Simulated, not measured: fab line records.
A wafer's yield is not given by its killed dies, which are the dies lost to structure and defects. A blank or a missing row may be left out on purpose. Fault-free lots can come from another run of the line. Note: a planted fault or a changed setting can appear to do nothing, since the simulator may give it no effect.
Matching of chambers -- flow nand harc -- 4 sister chambers for NHARC_A_STAIRCASE_DESCUM_168 on rie diel-04
The step chemistry O2, time 3 s. 24 wafers are shown with their chamber, then 12 later ones without.

EACH WAFER AND ITS CHAMBER
wafer,chamber,drypump motor current A (A),showerhead plenum p Torr (Torr),oes product au (a.u.)
L074.1,0,6.7,1.95,1.007
L074.2,3,5.6,1.81,1.025
L074.6,1,4.7,1.92,0.997
L075.2,1,4.7,1.92,1.002
L075.4,0,6.7,1.95,1.005
L075.5,2,5.6,1.95,1.003
L079.1,0,6.7,1.95,0.997
L079.3,1,4.7,1.92,0.994
L079.6,0,6.7,1.95,1.007
L084.1,1,4.6,1.91,0.988
L084.2,3,5.6,1.80,1.008
L084.6,1,4.7,1.91,0.998
L085.1,1,4.7,1.91,0.987
L085.5,2,5.6,1.95,0.989
L085.6,1,4.6,1.91,1.003
L087.2,2,5.6,1.94,0.985
L087.3,3,5.6,1.79,0.998
L087.4,1,4.7,1.91,1.003
L089.2,2,5.6,1.94,0.987
L089.4,1,4.7,1.91,1.013
L089.6,0,6.7,1.94,0.997
L091.1,3,5.6,1.79,1.000
L091.3,1,4.7,1.91,0.999
L091.5,2,5.6,1.94,0.986

SIGNATURES, as means of the wafers listed above
reading,chamber 0,chamber 1,chamber 2,chamber 3,scatter within a chamber
drypump motor current A,6.700,4.680,5.600,5.600,0.0283
showerhead plenum p Torr,1.9480,1.9130,1.9440,1.7975,0.00585
oes product au,1.00260,0.99840,0.99000,1.00775,0.00809
Rule: distance of a wafer from a chamber = root of the sum over the readings of ((wafer's reading minus chamber's mean) / reading's scatter) squared. The wafer belongs to the nearest chamber; if the next one is less than 2 further off, it can't be placed. The scatter is the square root of a quotient: the sum, over the shown wafers, of each reading's squared deviation from its chamber's mean, divided by wafers minus chambers.

WAFERS MISSING THEIR CHAMBER
wafer,drypump motor current A (A),showerhead plenum p Torr (Torr),oes product au (a.u.)
L092.2,5.6,1.94,0.983
L092.4,6.7,1.94,1.007
L092.5,4.7,1.91,0.998
L094.1,5.6,1.79,0.996
L094.3,4.7,1.91,1.000
L094.5,5.6,1.94,0.991
L095.1,6.7,1.94,0.980
L095.4,5.6,1.79,0.998
L095.6,4.7,1.90,0.988
L096.1,5.6,1.79,0.996
L096.5,4.7,1.90,0.993
L096.6,6.7,1.94,0.987

EACH ONE'S CHAMBER
wafer,from the rows above,in truth
L092.2,2,2
L092.4,0,0
L092.5,1,1
L094.1,3,3
L094.3,1,1
L094.5,2,2
L095.1,0,0
L095.4,3,3
L095.6,1,1
L096.1,3,3
L096.5,1,1
L096.6,0,0
12 of 12 placed correctly. Can't be placed from these rows: 0. 0 placed wrongly.
